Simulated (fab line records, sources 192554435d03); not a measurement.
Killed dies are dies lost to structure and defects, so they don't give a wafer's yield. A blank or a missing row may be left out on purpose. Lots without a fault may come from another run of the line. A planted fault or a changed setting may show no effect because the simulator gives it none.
fab line records | flow n5_finfet
record lots=7 wafers=21
route steps=1938 shown WELL_APT@39 PMOS_HMC_CHANNEL_EPI@57 FIN_CUT@169 SD_EPI_N@263 SD_EPI_P@300
start_h: hours from the record's first day to the start of the lot's first wafer shown | wait_h: hours since the lot's step before | " the same as in the row above | L1.1+2: a row that stands for several wafers | - no value, or no start given | * or withheld: withheld | < > ~ a bound
route shown NAME@n: a module of which the file shows steps, and the number in the route of the first | usual: mean/standard deviation of fault-free wafers | same: alike in all rows | chamber/n: place in a boat | sites: the reading at each site | _std_site: their standard deviation | _edge_site: outer sites' mean less inner sites' | radius_mm: how far each site lies from the wafer's centre | mask NAME#n: copy n | behind: the tool/chamber that last shaped the wafer | hold: why the lot was held/for how many hours/how that ended | device: the transistor (n, p or np) that didn't switch | end of line: the same wafers' tests at the end of the route | a step without rows: its recipe alone | killed: dies lost to structure and defects at the first sort, not the wafer's yield | map: a wafer's dies, x killed, . not, _ none there
set.NAME: the setting as run; set.NAME@STEP: as run at that earlier step | model.NAME: the simulator's own value behind a step, which no gauge read
lots whose settings were changed on purpose; a table a step, a row a wafer
## steps
# step N5_WELL_APT_EXPOSE_22
# recipe mask_id=PWELL na=0.8 source_shape=conventional sigma_outer=0.8 polarization=unpolarized defocus_nm=0 target_cd_nm=200 dose_mj=23.2
# columns lot.wafer tool chamber start_h wait_h mask set.dose_mj
L079.1+3+5 krf_scanner-01 0 45.83 - PWELL#0 23.2
L082.2 krf_scanner-01 0 62.97 - PWELL#0 21.93
L082.4+5 " 0 " " PWELL#0 23.2
L087.1+4 krf_scanner-01 0 93.18 - PWELL#0 21.61
L087.3 " 0 " " PWELL#0 23.2
L091.3+4+5 krf_scanner-01 0 117.01 - PWELL#0 23.2
L093.1+2 krf_scanner-02 0 129.45 - PWELL#0 22.58
L093.4 " 0 " " PWELL#0 23.2
L094.1 krf_scanner-01 0 136.11 - PWELL#0 23.2
L094.2+6 " 0 " " PWELL#0 22.16
L096.2+4+5 krf_scanner-01 0 147.26 - PWELL#0 23.2
# step N5_WELL_APT_PEB_23
# recipe peb_temp_c=130 peb_time_s=90
# columns lot.wafer tool chamber start_h wait_h set.peb_time_s
L079.1+3+5 litho_track-02 0 45.89 0.1 90
L082.2 litho_track-04 0 63.02 0.0 90
L082.4+5 " 0 " " 109.5
L087.1+3 litho_track-04 0 93.24 0.1 82.04
L087.4 " 0 " " 90
L091.3+4+5 litho_track-04 0 117.06 0.0 90
L093.1+4 litho_track-04 0 129.51 0.1 90
L093.2 " 0 " " 77.24
L094.1+2+6 litho_track-02 0 136.16 0.1 99.21
L096.2+5 litho_track-04 0 147.31 0.0 103.7
L096.4 " 0 " " 90
# step N5_WELL_APT_DEVELOP_24
# recipe develop_time_s=45 rinse_liquid=surfactant_rinse dry=air_spin dev_temp_c=21
# step N5_WELL_APT_HARDBAKE_29
# recipe temp_c=130 time_s=120
# step N5_WELL_APT_CD_MEAS_25
# recipe target_cd_nm=200 landing_energy_ev=500 detector=se_inlens
# usual cd_nm=199.7/1.7
# columns lot.wafer tool chamber start_h wait_h set.dose_mj@WELL_APT_EXPOSE_22 set.peb_time_s@WELL_APT_PEB_23 cd_nm
L079.1 cd_sem-01 0 46.00 - 23.2 90 199.2
L079.3 " 0 " " 23.2 90 199.7
L079.5 " 0 " " 23.2 90 200.6
L082.2 cd_sem-03 0 63.14 - 21.93 90 192.8
L082.4 " 0 " " 23.2 109.5 209.3
L082.5 " 0 " " 23.2 109.5 209.5
L087.1 cd_sem-01 0 93.36 - 21.61 82.04 181.6
L087.3 " 0 " " 23.2 82.04 196.6
L087.4 " 0 " " 21.61 90 187.8
L091.3 cd_sem-02 0 117.18 - 23.2 90 198.1
L091.4 " 0 " " 23.2 90 200.1
L091.5 " 0 " " 23.2 90 199.2
L093.1 cd_sem-02 0 129.62 - 22.58 90 195.9
L093.2 " 0 " " 22.58 77.24 187.6
L093.4 " 0 " " 23.2 90 201.4
L094.1 cd_sem-01 0 136.28 - 23.2 99.21 203.6
L094.2 " 0 " " 22.16 99.21 192.4
L094.6 " 0 " " 22.16 99.21 194.5
L096.2 cd_sem-01 0 147.43 - 23.2 103.7 205.1
L096.4 " 0 " " 23.2 90 199.5
L096.5 " 0 " " 23.2 103.7 204.8
# step N5_WELL_APT_DESCUM_30
# recipe chemistry=O2 time_s=7.9 source_power_w=50 bias_power_w=20 pressure_mtorr=20 rf_frequency_hz=2.712e+07 temp_c=40 o2_flow_sccm=225
# columns lot.wafer tool chamber start_h wait_h set.dose_mj@WELL_APT_EXPOSE_22 set.peb_time_s@WELL_APT_PEB_23 model.WELL_APT.cd_nm
L079.1 rie_diel-05 2 46.41 0.4 23.2 90 199.3
L079.3 " 3 " " 23.2 90 200.3
L079.5 " 2 " " 23.2 90 200.9
L082.2 rie_diel-03 0 63.41 0.2 21.93 90 192.7
L082.4 " 2 " " 23.2 109.5 209.3
L082.5 " 0 " " 23.2 109.5 209.9
L087.1 rie_diel-05 3 93.44 0.0 21.61 82.04 182.1
L087.3 " 1 " " 23.2 82.04 196.6
L087.4 " 0 " " 21.61 90 187.7
L091.3 rie_diel-03 0 117.26 0.0 23.2 90 197.7
L091.4 " 2 " " 23.2 90 199.9
L091.5 " 3 " " 23.2 90 199.2
L093.1 rie_diel-02 3 129.94 0.3 22.58 90 196
L093.2 " 1 " " 22.58 77.24 187.7
L093.4 " 2 " " 23.2 90 201.4
L094.1 rie_diel-03 1 136.37 0.0 23.2 99.21 203.6
L094.2 " 3 " " 22.16 99.21 192.7
L094.6 " 2 " " 22.16 99.21 194.3
L096.2 rie_diel-05 3 147.51 0.0 23.2 103.7 205.1
L096.4 " 1 " " 23.2 90 199.9
L096.5 " 1 " " 23.2 103.7 204.8
# step N5_PMOS_HMC_CHANNEL_EPI_HM_DEP_34
# recipe material=SiO2 target_thk_a=360 temp_c=400 precursor=TEOS/O2 pressure_torr=6.5 rf_w=900 teos_flow_sccm=161.4 gas=O2 flow_sccm=2650 time_s=6.9
# columns lot.wafer tool chamber start_h wait_h set.time_s model.SiO2_of_PMOS_HMC_CHANNEL_EPI_HM_DEP_34.thk_nm
L079.1 pecvd-01 0 48.51 0.0 6.9 35.98
L079.3 " 0 " " 6.9 36.45
L079.5 " 0 " " 6.9 36.85
L082.2 pecvd-02 2 65.08 0.0 6.9 35.32
L082.4 " 2 " " 7.392 38.31
L082.5 " 1 " " 7.392 39.11
L087.1 pecvd-03 1 95.14 0.0 6.482 32.28
L087.3 " 0 " " 6.482 32.82
L087.4 " 0 " " 6.482 33.11
L091.3 pecvd-03 1 118.97 0.0 6.434 33.55
L091.4 " 1 " " 6.9 35.96
L091.5 " 2 " " 6.434 33.95
L093.1 pecvd-03 0 131.61 0.0 6.9 35.97
L093.2 " 1 " " 6.326 32.94
L093.4 " 2 " " 6.326 33.21
L094.1 pecvd-01 2 138.06 0.0 6.9 36.38
L094.2 " 1 " " 6.9 35.85
L094.6 " 2 " " 6.9 37.17
L096.2 pecvd-02 0 149.21 0.0 6.01 31.95
L096.4 " 1 " " 6.9 37.17
L096.5 " 2 " " 6.01 31.6
# step N5_FIN_CUT_ETCH_21
# recipe chemistry=N2/H2 target=SOC target_depth_a=2190 overetch_a=438 mask_material=SiARC temp_c=40 ion_energy_ev=100 bias_w=61 time_s=523.5 pressure_mtorr=30 source_w=850 n2_flow_sccm=200 h2_flow_sccm=200
# columns lot.wafer tool chamber start_h wait_h set.time_s model.SiARC_of_FIN_CUT_COAT_19.thk_nm
L079.1 rie_diel-01 3 58.95 0.0 523.5 12.2
L079.3+5 " 2 " " 523.5 12
L082.2 rie_diel-04 0 74.59 0.0 624.9 10.6
L082.4 " 1 " " 624.9 10.2
L082.5 " 2 " " 624.9 10.4
L087.1+3 rie_diel-01 2,1 107.64 0.0 523.5 11.8
L087.4 " 3 " " 523.5 12
L091.3 rie_diel-04 1 128.98 0.0 523.5 11.8
L091.4+5 " 3,1 " " 456.5 12.8
L093.1 rie_diel-04 1 141.92 0.0 523.5 11.6
L093.2 " 3 " " 491.7 12.2
L093.4 " 0 " " 523.5 11.8
L094.1+2 rie_diel-01 1,0 147.68 0.0 523.5 12
L094.6 " 1 " " 619.6 10.4
L096.2 rie_diel-01 1 159.62 0.0 523.5 11.8
L096.4+5 " 0,2 " " 465.7 12.8
# step N5_SD_EPI_N_COAT_33
# recipe resist=SiARC temp_c=220 time_s=60 spin_rpm=1500 resist_thk_nm=35
# columns lot.wafer tool chamber start_h wait_h set.spin_rpm model.SiARC_of_SD_EPI_N_COAT_33.thk_nm
L079.1+3+5 litho_track-03 0 - - 1500 35.2
L082.2 litho_track-03 0 - - 1651 33.4
L082.4+5 " 0 " " 1500 35.2
L087.1 litho_track-04 0 - - 1500 34.8
L087.3 " 0 " " 1650 33.4
L087.4 " 0 " " 1500 35
L091.3+5 litho_track-03 0 - - 1500 35
L091.4 " 0 " " 1500 35.2
L093.1 litho_track-03 0 - - 1340 37
L093.2 " 0 " " 1500 35
L093.4 " 0 " " 1500 35.2
L094.1+2 litho_track-03 0 - - 1650 33.4
L094.6 " 0 " " 1500 35
L096.2 litho_track-04 0 - - 1400 36.4
L096.4 " 0 " " 1500 35
L096.5 " 0 " " 1400 36.2
# step N5_SD_EPI_N_PEB_07
# recipe peb_temp_c=110 peb_time_s=60 resist=CAR-ArF-block
# columns lot.wafer tool chamber start_h wait_h set.peb_time_s
L079.1+3+5 litho_track-02 0 80.20 0.1 60
L082.2 litho_track-04 0 96.65 0.0 60
L082.4+5 " 0 " " 55.6
L087.1+3 litho_track-02 0 128.96 0.1 60
L087.4 " 0 " " 71.38
L091.3+5 litho_track-04 0 153.35 0.0 60
L091.4 " 0 " " 67.54
L093.1+4 litho_track-03 0 164.74 0.1 60
L093.2 " 0 " " 69.67
L094.1 litho_track-02 0 168.81 0.1 56.23
L094.2+6 " 0 " " 60
L096.2+5 litho_track-04 0 182.99 0.0 60
L096.4 " 0 " " 69.84
# step N5_SD_EPI_N_DEVELOP_08
# recipe develop_time_s=30 developer=TMAH resist=CAR-ArF-block dev_temp_c=23 rinse_liquid=diw dry=air_spin
# step N5_SD_EPI_N_CD_MEAS_09
# recipe target_cd_nm=120 landing_energy_ev=500 detector=se_inlens
# usual cd_nm=119.9/0.55
# columns lot.wafer tool chamber start_h wait_h set.peb_time_s@SD_EPI_N_PEB_07 cd_nm
L079.1 cd_sem-03 0 80.26 - 60 120.0
L079.3 " 0 " " 60 119.8
L079.5 " 0 " " 60 120.3
L082.2 cd_sem-01 0 96.72 - 60 120.4
L082.4 " 0 " " 55.6 117.9
L082.5 " 0 " " 55.6 116.9
L087.1 cd_sem-02 0 129.03 - 60 120.2
L087.3 " 0 " " 60 119.9
L087.4 " 0 " " 71.38 126.0
L091.3 cd_sem-01 0 153.42 - 60 119.4
L091.4 " 0 " " 67.54 123.3
L091.5 " 0 " " 60 119.8
L093.1 cd_sem-01 0 164.81 - 60 119.3
L093.2 " 0 " " 69.67 124.6
L093.4 " 0 " " 60 119.5
L094.1 cd_sem-01 0 168.88 - 56.23 118.6
L094.2 " 0 " " 60 121.2
L094.6 " 0 " " 60 121.3
L096.2 cd_sem-02 0 183.05 - 60 120.3
L096.4 " 0 " " 69.84 124.0
L096.5 " 0 " " 60 119.2
# step N5_SD_EPI_N_DESCUM_14
# recipe chemistry=O2 time_s=7.9 source_power_w=50 bias_power_w=20 pressure_mtorr=20 rf_frequency_hz=2.712e+07 temp_c=40 resist=CAR-ArF-block o2_flow_sccm=225
# columns lot.wafer tool chamber start_h wait_h set.peb_time_s@SD_EPI_N_PEB_07 model.SD_EPI_N.cd_nm
L079.1 rie_diel-03 0 80.46 0.1 60 120
L079.3 " 3 " " 60 119.6
L079.5 " 2 " " 60 119.8
L082.2 rie_diel-02 3 96.85 0.1 60 120.4
L082.4 " 0 " " 55.6 117.8
L082.5 " 0 " " 55.6 116.8
L087.1 rie_diel-05 2 129.12 0.0 60 120.4
L087.3 " 1 " " 60 119.6
L087.4 " 3 " " 71.38 125.8
L091.3 rie_diel-03 1 153.50 0.0 60 119.2
L091.4 " 2 " " 67.54 123.6
L091.5 " 1 " " 60 119.8
L093.1+4 rie_diel-03 1,2 164.90 0.0 60 119.6
L093.2 " 2 " " 69.67 124.6
L094.1 rie_diel-03 1 169.07 0.1 56.23 118.8
L094.2+6 " 3,1 " " 60 121.2
L096.2 rie_diel-05 2 183.21 0.1 60 120
L096.4 " 3 " " 69.84 124.4
L096.5 " 0 " " 60 119.4
# step N5_SD_EPI_N_ETCH_34
# recipe chemistry=CF4 target=SiARC target_depth_a=455 mask_material=CAR-ArF-block time_s=75.8 ion_energy_ev=80 pressure_mtorr=40 source_w=545 bias_w=36 Ar_flow_sccm=100 cf4_flow_sccm=100 ends=cleared
# usual etch_rf_on_time_s=76.0/1.1
# columns lot.wafer tool chamber start_h wait_h set.spin_rpm@SD_EPI_N_COAT_33 etch_rf_on_time_s model.etch.depth_nm model.CAR-ArF-block_of_SD_EPI_N_COAT_03.thk_nm
L079.1 rie_diel-03 0 80.50 0.0 1500 77.7 35.17 111.2
L079.3 " 3 " " 1500 75.1 35.13 111.6
L079.5 " 2 " " 1500 77.8 35.17 111.2
L082.2 rie_diel-02 3 96.88 0.0 1651 71.6 33.47 112.8
L082.4 " 0 " " 1500 76.7 35.29 111.4
L082.5 " 0 " " 1500 77.6 35.2 110.8
L087.1 rie_diel-05 2 129.15 0.0 1500 75.4 34.87 111.2
L087.3 " 1 " " 1650 71.5 33.34 112.8
L087.4 " 3 " " 1500 74.5 34.98 111
L091.3 rie_diel-03 1 153.54 0.0 1500 78.0 35.04 110.8
L091.4 " 2 " " 1500 76.2 35.17 111
L091.5 " 1 " " 1500 77.8 35.03 110.8
L093.1 rie_diel-03 1 164.93 0.0 1340 82.1 37 109
L093.2 " 2 " " 1500 75.2 35.05 110.6
L093.4 " 2 " " 1500 76.1 35.13 110.8
L094.1 rie_diel-03 1 169.10 0.0 1650 74.4 33.45 112.6
L094.2 " 3 " " 1650 71.7 33.38 112.4
L094.6 " 1 " " 1500 77.9 35 111
L096.2 rie_diel-05 2 183.24 0.0 1400 80.0 36.32 111.2
L096.4 " 3 " " 1500 75.1 35.09 112
L096.5 " 0 " " 1400 77.6 36.28 110.8
# step N5_SD_EPI_N_ETCH_35
# recipe chemistry=N2/H2 target=SOC overetch_a=1080 mask_material=SiARC temp_c=40 ion_energy_ev=100 source_w=3000 bias_w=133 pressure_mtorr=20 time_s=486 n2_flow_sccm=200 h2_flow_sccm=200
# columns lot.wafer tool chamber start_h wait_h set.spin_rpm@SD_EPI_N_COAT_33 set.peb_time_s@SD_EPI_N_PEB_07 model.SD_EPI_N.cd_nm model.SiARC_of_SD_EPI_N_COAT_33.thk_nm
L079.1 rie_diel-03 0 80.55 0.0 1500 60 120.6 20.4
L079.3 " 3 " " 1500 60 120 20
L079.5 " 2 " " 1500 60 119 20.4
L082.2 rie_diel-02 3 96.94 0.0 1651 60 121.6 18.2
L082.4 " 0 " " 1500 55.6 117.4 20.2
L082.5 " 0 " " 1500 55.6 116.4 20
L087.1 rie_diel-05 2 129.21 0.0 1500 60 119.8 19.8
L087.3 " 1 " " 1650 60 120 18.2
L087.4 " 3 " " 1500 71.38 126.8 19.6
L091.3 rie_diel-03 1 153.59 0.0 1500 60 120 20
L091.4 " 2 " " 1500 67.54 125.4 20
L091.5 " 1 " " 1500 60 121.8 20.2
L093.1 rie_diel-03 1 164.99 0.0 1340 60 118.8 22
L093.2 " 2 " " 1500 69.67 125.2 19.6
L093.4 " 2 " " 1500 60 119.6 19.8
L094.1 rie_diel-03 1 169.16 0.0 1650 56.23 118.6 18.6
L094.2 " 3 " " 1650 60 121 18
L094.6 " 1 " " 1500 60 120.4 20.2
L096.2 rie_diel-05 2 183.30 0.0 1400 60 120.2 21.4
L096.4 " 3 " " 1500 69.84 124.2 19.8
L096.5 " 0 " " 1400 60 120 21
# step N5_SD_EPI_N_STRIP_36
# recipe chemistry=N2/H2 temp_c=40 n2_flow_sccm=200 h2_flow_sccm=200 rf_frequency_hz=6e+07
# step N5_SD_EPI_N_ETCHBACK_44
# recipe chemistry=CH3F/O2 mode=anisotropic_etchback target=SiNx target_depth_a=145 stop_on=SiO2 over_etch_frac=0.3 ion_energy_ev=120 pressure_mtorr=30 source_w=395 bias_w=73 Ar_flow_sccm=150 CH3F_flow_sccm=30 O2_flow_sccm=20
# step N5_SD_EPI_N_ETCH_45
# recipe chemistry=CH3F/O2 target=SiOCN target_depth_a=60 mask_material=SOC ion_energy_ev=60 bias_w=29 pressure_mtorr=15 source_w=410 Ar_flow_sccm=150 CH3F_flow_sccm=30 O2_flow_sccm=20
# step N5_SD_EPI_N_ETCH_16
# recipe chemistry=CHF3/O2 target=SiO2 target_depth_a=50 mask_material=SOC pressure_mtorr=30 source_w=650 bias_w=170 Ar_flow_sccm=200 CHF3_flow_sccm=50 O2_flow_sccm=5 ion_energy_ev=200
# columns lot.wafer tool chamber start_h wait_h set.spin_rpm@SD_EPI_N_COAT_33 model.SiARC_of_SD_EPI_N_COAT_33.thk_nm
L079.1 rie_diel-03 0 81.08 0.1 1500 13
L079.3 " 3 " " 1500 12.6
L079.5 " 2 " " 1500 13.4
L082.2 rie_diel-02 3 97.46 0.1 1651 10.8
L082.4+5 " 0 " " 1500 12.8
L087.1 rie_diel-05 2 129.74 0.1 1500 12.6
L087.3 " 1 " " 1650 10.8
L087.4 " 3 " " 1500 12.4
L091.3 rie_diel-03 1 154.12 0.1 1500 12.8
L091.4 " 2 " " 1500 12.6
L091.5 " 1 " " 1500 13
L093.1 rie_diel-03 1 165.51 0.1 1340 14.8
L093.2 " 2 " " 1500 12.2
L093.4 " 2 " " 1500 12.4
L094.1 rie_diel-03 1 169.68 0.1 1650 11.6
L094.2 " 3 " " 1650 10.8
L094.6 " 1 " " 1500 13
L096.2 rie_diel-05 2 183.82 0.1 1400 14
L096.4 " 3 " " 1500 12.6
L096.5 " 0 " " 1400 13.6
# step N5_SD_EPI_P_EXPOSE_06
# recipe mask_id=SD_P_BLK na=1.35 source_shape=conventional sigma_outer=0.8 polarization=unpolarized target_cd_nm=240 dose_mj=39.5
# columns lot.wafer tool chamber start_h wait_h mask set.dose_mj
L079.1+3+5 arfi_scanner-02 0 84.69 - SD_P_BLK#0 39.5
L082.2+5 arfi_scanner-02 0 101.32 - SD_P_BLK#0 41.95
L082.4 " 0 " " SD_P_BLK#0 39.5
L087.1 arfi_scanner-02 0 133.34 - SD_P_BLK#0 37.77
L087.3+4 " 0 " " SD_P_BLK#0 39.5
L091.3+4 arfi_scanner-03 0 158.62 - SD_P_BLK#0 37.01
L091.5 " 0 " " SD_P_BLK#0 39.5
L093.1+4 arfi_scanner-01 0 169.18 - SD_P_BLK#0 39.5
L093.2 " 0 " " SD_P_BLK#0 40.47
L094.1+2+6 arfi_scanner-02 0 173.29 - SD_P_BLK#0 39.5
L096.2+4+5 arfi_scanner-01 0 188.60 - SD_P_BLK#0 39.5
# step N5_SD_EPI_P_PEB_07
# recipe peb_temp_c=110 peb_time_s=60 resist=CAR-ArF-block
# step N5_SD_EPI_P_DEVELOP_08
# recipe develop_time_s=30 developer=TMAH resist=CAR-ArF-block dev_temp_c=23 rinse_liquid=diw dry=air_spin
# step N5_SD_EPI_P_CD_MEAS_09
# recipe target_cd_nm=240 landing_energy_ev=500 detector=se_inlens
# usual cd_nm=240.1/0.63
# columns lot.wafer tool chamber start_h wait_h set.dose_mj@SD_EPI_P_EXPOSE_06 cd_nm
L079.1 cd_sem-01 0 84.81 - 39.5 239.7
L079.3 " 0 " " 39.5 239.4
L079.5 " 0 " " 39.5 238.9
L082.2 cd_sem-01 0 101.44 - 41.95 243.9
L082.4 " 0 " " 39.5 240.3
L082.5 " 0 " " 41.95 244.1
L087.1 cd_sem-03 0 133.46 - 37.77 236.0
L087.3 " 0 " " 39.5 240.1
L087.4 " 0 " " 39.5 240.3
L091.3 cd_sem-03 0 158.73 - 37.01 235.0
L091.4 " 0 " " 37.01 234.5
L091.5 " 0 " " 39.5 239.6
L093.1 cd_sem-02 0 169.31 - 39.5 239.9
L093.2 " 0 " " 40.47 241.6
L093.4 " 0 " " 39.5 241.7
L094.1 cd_sem-01 0 173.41 - 39.5 240.6
L094.2 " 0 " " 39.5 241.0
L094.6 " 0 " " 39.5 239.8
L096.2 cd_sem-03 0 188.72 - 39.5 239.9
L096.4 " 0 " " 39.5 240.0
L096.5 " 0 " " 39.5 240.2
## key
split step=N5_WELL_APT_EXPOSE_22 setting=dose_mj stated=23.2 by=wafer
response step=N5_WELL_APT_CD_MEAS_25 reading=cd_nm change=+2.34 per=1% r=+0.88
response step=N5_WELL_APT_DESCUM_30 reading=model.WELL_APT.cd_nm change=+2.34 per=1% r=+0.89
split step=N5_WELL_APT_PEB_23 setting=peb_time_s stated=90 by=wafer
response step=N5_WELL_APT_CD_MEAS_25 reading=cd_nm slope=+0.387 per=1% together_with=dose_mj@WELL_APT_EXPOSE_22 explained=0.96
response step=N5_WELL_APT_DESCUM_30 reading=model.WELL_APT.cd_nm slope=+0.385 per=1% together_with=dose_mj@WELL_APT_EXPOSE_22 explained=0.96
split step=N5_PMOS_HMC_CHANNEL_EPI_HM_DEP_34 setting=time_s stated=6.9 by=wafer
response step=N5_PMOS_HMC_CHANNEL_EPI_HM_DEP_34 reading=model.SiO2_of_PMOS_HMC_CHANNEL_EPI_HM_DEP_34.thk_nm change=+0.4 per=1% r=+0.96
split step=N5_FIN_CUT_ETCH_21 setting=time_s stated=523.5 by=wafer
response step=N5_FIN_CUT_ETCH_21 reading=model.SiARC_of_FIN_CUT_COAT_19.thk_nm change=-0.0853 per=1% r=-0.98
split step=N5_SD_EPI_N_COAT_33 setting=spin_rpm stated=1500 by=wafer
response step=N5_SD_EPI_N_COAT_33 reading=model.SiARC_of_SD_EPI_N_COAT_33.thk_nm change=-0.17 per=1% r=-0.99
response step=N5_SD_EPI_N_ETCH_34 reading=etch_rf_on_time_s change=* per=1% r=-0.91
response step=N5_SD_EPI_N_ETCH_34 reading=model.etch.depth_nm change=-0.17 per=1% r=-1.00
response step=N5_SD_EPI_N_ETCH_34 reading=model.CAR-ArF-block_of_SD_EPI_N_COAT_03.thk_nm change=+0.161 per=1% r=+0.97
response step=N5_SD_EPI_N_ETCH_35 reading=model.SiARC_of_SD_EPI_N_COAT_33.thk_nm change=-0.189 per=1% r=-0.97
response step=N5_SD_EPI_N_ETCH_16 reading=model.SiARC_of_SD_EPI_N_COAT_33.thk_nm change=-0.195 per=1% r=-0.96
split step=N5_SD_EPI_N_PEB_07 setting=peb_time_s stated=60 by=wafer
response step=N5_SD_EPI_N_CD_MEAS_09 reading=cd_nm change=+0.309 per=1% r=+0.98
response step=N5_SD_EPI_N_DESCUM_14 reading=model.SD_EPI_N.cd_nm change=+0.313 per=1% r=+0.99
response step=N5_SD_EPI_N_ETCH_35 reading=model.SD_EPI_N.cd_nm change=+0.35 per=1% r=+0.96
split step=N5_SD_EPI_P_EXPOSE_06 setting=dose_mj stated=39.5 by=wafer
response step=N5_SD_EPI_P_CD_MEAS_09 reading=cd_nm change=+0.716 per=1% r=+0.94
